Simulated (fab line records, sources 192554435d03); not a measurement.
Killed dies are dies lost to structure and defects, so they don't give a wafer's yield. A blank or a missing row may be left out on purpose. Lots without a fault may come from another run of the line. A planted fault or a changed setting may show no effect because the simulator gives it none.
One fault seen from 2 desks | flow n5_finfet | each desk has only its own numbers; what lay behind them comes last

THE METROLOGY DESK
What the gauges read, lot by lot, whatever tool the lot ran on: means of the sampled wafers that have a number. A lot is out of limits, marked OUT, if its mean lies more than 4 standard deviations from the usual mean; the brackets give that distance. Of its 10 readings 7 are shown: those that lie furthest out on some lot.
Columns: A = DIBL_N at N5_BEOL_M4_RC_MEAS_101, usual 35.4 mV/V; B = DIBL_P at N5_BEOL_M4_RC_MEAS_101, usual 34.8 mV/V; C = IOFF_N at N5_BEOL_M4_RC_MEAS_101, usual 0.15 nA/um; D = IOFF_P at N5_BEOL_M4_RC_MEAS_101, usual 0.19 nA/um; E = ION_N at N5_BEOL_M4_RC_MEAS_101, usual 677 uA/um; F = SS_N at N5_BEOL_M4_RC_MEAS_101, usual 71.4 mV/dec; G = VT_P at N5_BEOL_M4_RC_MEAS_101, usual -251 mV
lot  | first seen here | A    | B    | C    | D    | E   | F    | G
L597 | day 9 10:58     | 35.3 | 34.0 | 0.14 | 0.16 | 667 | 71.2 | -256
L601 | day 10 15:20    | 36.5 | 34.8 | 0.14 | 0.20 | 662 | 71.2 | -251
L606 | day 11 20:48    | 37.2 | 37.0 | 0.17 | 0.21 | 674 | 71.6 | -252
L608 | day 12 05:58    | 33.0 | 32.5 | 0.12 | 0.15 | 671 | 70.4 | -253
L609 | day 12 19:44    | 34.9 | 35.1 | 0.14 | 0.18 | 677 | 70.6 | -252
L610 | day 12 22:39    | 37.2 | 38.2 | 0.20 | 0.24 | 696 | 72.2 | -248
L611 | day 13 15:20    | 37.0 | 35.7 | 0.15 | 0.17 | 678 | 71.8 | -256
L613 | day 14 15:19    | 34.5 | 34.5 | 0.14 | 0.22 | 679 | 71.2 | -245
This desk's finding: nothing out of limits on any of the 8 lots.

THE TOOL OWNER'S DESK: rie_diel-05
The tool's own readings at N5_FIN_SAQP_HM_OPEN_33 (chemistry CH3F/O2, target SiNx, target depth 49.4 nm, time 70.6 s): means of the sampled wafers that have a number, for each lot that ran on this tool. A lot is out of limits, marked OUT, if its mean lies more than 4 standard deviations from the usual mean; the brackets give that distance.
Columns: A = chamber_pressure_mTorr at N5_FIN_SAQP_HM_OPEN_33, usual 30.000 mTorr; B = drypump_motor_current_A at N5_FIN_SAQP_HM_OPEN_33, usual 5.7 A; C = etch_rf_on_time_s at N5_FIN_SAQP_HM_OPEN_33, usual 67.6 s; D = oes_product_au at N5_FIN_SAQP_HM_OPEN_33, usual 0.68 a.u.; E = rf_vpp_V at N5_FIN_SAQP_HM_OPEN_33, usual 296 V; F = showerhead_plenum_p_Torr at N5_FIN_SAQP_HM_OPEN_33, usual 2.00 Torr; G = throttle_valve_pct at N5_FIN_SAQP_HM_OPEN_33, usual 16.41 %
lot  | first seen here | A      | B   | C    | D    | E   | F    | G
L597 | day 3 14:11     | 30.015 | 5.6 | 72.0 | 0.72 | 295 | 2.03 | 16.32
This desk's finding: nothing out of limits on the one lot.

PUT TOGETHER
The metrology desk saw nothing out of limits.
The tool owner's desk saw nothing out of limits.

WHAT THE SIMULATOR HAD PUT IN
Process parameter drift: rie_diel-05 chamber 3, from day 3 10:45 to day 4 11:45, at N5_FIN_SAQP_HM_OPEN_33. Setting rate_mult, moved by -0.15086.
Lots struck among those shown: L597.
